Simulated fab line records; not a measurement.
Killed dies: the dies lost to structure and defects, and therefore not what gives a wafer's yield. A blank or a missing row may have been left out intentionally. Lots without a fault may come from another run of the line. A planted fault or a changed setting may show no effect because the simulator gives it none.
Comparing a struck lot with a sound one / flow nand harc / 17 steps out of a route of 1302
Sound: these wafers, L408.3, L408.4, L408.5. Struck: wafers L419.3, L419.6. (L419.1 of the same lot was not struck and is left out.) The cause comes at the end.
Each step with rows lists, per side, the tool, then ch with its chambers, then its first start. Under that, the readings that differ: sound wafers / struck wafers / difference of the means / sigmas: that difference in standard deviations of wafers without a fault.
alike: readings whose means differ by less than 2 such deviations, and words and numbers that are the same on both sides. not compared: withheld readings, readings that some wafer has no value for, bounds like >300 that may hide the same value, and numbers for which the record gives no deviation and whose values overlap.
The two part at a step that has a row with sigmas, a row that says differs or no value, or rows on one side only. Numbers that don't overlap but have no deviation are shown without sigmas and don't part them. A reading that every wafer of one side lacks parts them only if that side has two wafers or more.

NHARC_P_M2_INSPECT_11:
  struck on defect inspect-02, day 11 07:05; sound on defect inspect-02, day 6 13:46
  alike: raw defect count
NHARC_P_M2_DESCUM_14: chemistry O2, time 3 s.
  sound on rie diel-09 ch 1,2, day 6 13:49; struck on rie diel-09 ch 3, day 11 07:10
  alike: drypump motor current A, o2 flow sccm, oes product au, rf vpp V, showerhead plenum p Torr, throttle valve pct
  not compared: rf hours counter h
then, 2 steps without rows for these wafers: NHARC_P_M2_ETCH_35 (etches the open film in N2/H2, target depth 40 nm, overetch 12 nm, time 43.94 s); NHARC_P_M2_ETCH_15 (etches the open film in C4F8/Ar, target depth 182.5 nm, time 91.2 s).
NHARC_P_M2_CD_MEAS_16:
  struck on cd sem-02, day 11 07:27; sound on cd sem-02, day 6 14:08
  alike: cd nm
NHARC_P_M2_STRIP_18: strips in N2/H2.
  sound on rie diel-07 ch 0,2, day 6 14:14; struck on rie diel-02 ch 2,3, day 11 07:32
  alike: drypump motor current A, oes product au, rf vpp V, showerhead plenum p Torr, throttle valve pct
  not compared: rf hours counter h
NHARC_P_M2_ETCH_28: etches the open film in CF4/N2, target depth 30 nm, time 72.99 s.
  sound on rie diel-07 ch 0,2,3; struck on rie diel-02 ch 2,3
  alike: bias w, drypump motor current A, oes product au, rf vpp V, showerhead plenum p Torr, throttle valve pct
  not compared: rf hours counter h
then, 3 steps without rows for these wafers: NHARC_P_M2_STRIP_19 (strips in post etch residue remover, time 600 s); NHARC_P_M2_DEGAS_29 (time 60 s); NHARC_P_M2_PRE_CLEAN_30 (time 30 s).
NHARC_P_M2_PVD_20: deposits TaN, target thk 5 nm, time 8.06 s.
  sound on pvd sputter-03; struck on pvd sputter-02
reading=throttle valve pct (%); sound=28.7 28.9 28.4; struck=31.3 31.2; difference=+2.6; sigmas=+2
  alike: substrate temp c
NHARC_P_M2_PVD_21: deposits Cu, target thk 30 nm, time 20.49 s.
  sound on pvd sputter-03; struck on pvd sputter-02
  alike: substrate temp c, throttle valve pct
NHARC_P_M2_ECD_22: material Cu, target thk 400 nm.
  sound on ecd cu-01 ch 0,1, day 6 15:18; struck on ecd cu-01 ch 0,1, day 11 08:32
then, 1 step without rows for these wafers: NHARC_P_M2_ANNEAL_31 (time 90 s).
NHARC_P_M2_CMP_23: polishes, t overpolish 20 s, target thk 144.3 nm.
  sound on cmp-03 ch 2,3, day 6 15:55; struck on cmp-03 ch 1,2, day 11 09:17
reading=time to endpoint s (s); sound=25.9 29.2 29.1; struck=10.0 12.4; difference=-16.9; sigmas=-7
  alike: motor current A
NHARC_P_M2_THK_MEAS_24: measures by xrf.
  struck on film metro-02, day 11 09:34; sound on film metro-01, day 6 16:14
  alike: thk nm
-- the record jumps here: 18 days lie between the struck wafers' starts before and after (it left off in module P_M2 and takes up again in module END, whose first step shown is number 1302 of the route) --
NHARC_END_SORT_01:
  sound on prober-01 ch 0, day 24 14:30; struck on prober-02 ch 0, day 29 04:55
reading=sort_bin_2_pct (%); sound=0.4 0.6 0.9; struck=2.4 3.1; difference=+2.1; sigmas=+2
  alike: defect limited yield, killed at array, killed at other, killed at periphery, killed dies, killed open, killed short, sort_bin_3_pct, sort_bin_4_pct, sort n pass, sort rim yield pct, sort yield pct

WHERE THEY PART
At NHARC_P_M2_PVD_20 first; at NHARC_END_SORT_01 last (within this record only).

WHY: what had been put in by the simulator
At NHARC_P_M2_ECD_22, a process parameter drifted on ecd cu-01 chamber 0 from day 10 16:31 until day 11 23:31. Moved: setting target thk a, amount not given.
